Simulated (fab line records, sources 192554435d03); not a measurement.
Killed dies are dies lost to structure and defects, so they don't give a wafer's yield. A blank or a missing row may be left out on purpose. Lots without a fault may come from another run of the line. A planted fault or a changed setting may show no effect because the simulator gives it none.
A struck lot beside a sound one | flow n5_finfet | 14 steps out of a route of 1938
Sound: wafers L394.1, L394.2, L394.5. Struck: wafer L392.5. (L392.6 of the same lot was not struck and is left out.) The cause comes at the end.
At each step with rows: each side's tool, then ch and its chambers, then its first start. Under that, the readings that differ: sound wafers | struck wafers | difference of the means | sigmas: that difference in standard deviations of wafers without a fault.
alike: readings whose means differ by less than 2 such deviations, and words and numbers that are the same on both sides. not compared: withheld readings, readings that some wafer has no value for, bounds like >300 that may hide the same value, and numbers for which the record gives no deviation and whose values overlap.
The two part at a step that has a row with sigmas, a row that says differs or no value, or rows on one side only. Numbers that don't overlap but have no deviation are shown without sigmas and don't part them. A reading that every wafer of one side lacks parts them only if that side has two wafers or more.

first, 8 steps without rows for these wafers: N5_BEOL_M9_COAT_64 (time 60 s, resist thk 12 nm); N5_BEOL_M9_COAT_75 (time 60 s, resist thk 5 nm); N5_BEOL_M9_COAT_22 (resist thk 30 nm); N5_BEOL_M9_EBR_24; N5_BEOL_M9_SOFTBAKE_23 (time 60 s); N5_BEOL_M9_EXPOSE_25 (exposes mask V8); N5_BEOL_M9_PEB_26 (peb time 60 s); N5_BEOL_M9_DEVELOP_27 (develop time 30 s).
N5_BEOL_M9_CD_MEAS_28: target cd 70 nm.
  sound on cd_sem-01 ch 0, day 13 19:55; struck on cd_sem-02 ch 0, day 13 16:23
  alike: cd_nm
N5_BEOL_M9_OVL_MEAS_29:
  sound on overlay-01 ch 0, day 13 19:57; struck on overlay-02 ch 0, day 13 16:26
  alike: V8_OVL
N5_BEOL_M9_INSPECT_30: inspects for defects (brightfield).
  sound on defect_inspect-02, day 13 20:01; struck on defect_inspect-02, day 13 16:28
  alike: raw_defect_count
N5_BEOL_M9_DESCUM_33: chemistry O2, time 7 s.
  sound on rie_diel-05 ch 0,1,2, day 13 20:07; struck on rie_diel-01 ch 2, day 13 17:03
  reading                     | sound       | struck | difference | sigmas
  drypump_motor_current_A (A) | 6.2 6.4 6.0 | 5.2    | -1.0       | -3
  alike: oes_product_au, rf_vpp_V, showerhead_plenum_p_Torr, throttle_valve_pct
  not compared: rf_hours_counter_h
N5_BEOL_M9_ETCH_76: etches underlayer in N2/H2, target depth 6.5 nm, time 5.2 s.
  sound on rie_diel-05 ch 0,1,2, day 13 20:09; struck on rie_diel-01 ch 2, day 13 17:05
  reading                     | sound          | struck | difference | sigmas
  drypump_motor_current_A (A) | 6.2 6.4 6.0    | 5.2    | -1.0       | -3
  etch_rf_on_time_s (s)       | 4.93 5.02 5.11 | 6.20   | +1.18      | +8
  alike: oes_product_au, rf_vpp_V, showerhead_plenum_p_Torr, throttle_valve_pct
  not compared: rf_hours_counter_h
N5_BEOL_M9_ETCH_65: etches SiARC in CF4, target depth 15.6 nm, time 26 s.
  sound on rie_diel-05 ch 0,1,2, day 13 20:10; struck on rie_diel-01 ch 2, day 13 17:06
  reading                     | sound       | struck | difference | sigmas
  drypump_motor_current_A (A) | 6.2 6.5 6.0 | 5.3    | -0.9       | -2
  alike: etch_rf_on_time_s, oes_product_au, rf_vpp_V, showerhead_plenum_p_Torr, throttle_valve_pct
  not compared: rf_hours_counter_h

WHERE THEY PART
First at N5_BEOL_M9_DESCUM_33; last, within this record, at N5_BEOL_M9_ETCH_65.

WHY: what the simulator had put in
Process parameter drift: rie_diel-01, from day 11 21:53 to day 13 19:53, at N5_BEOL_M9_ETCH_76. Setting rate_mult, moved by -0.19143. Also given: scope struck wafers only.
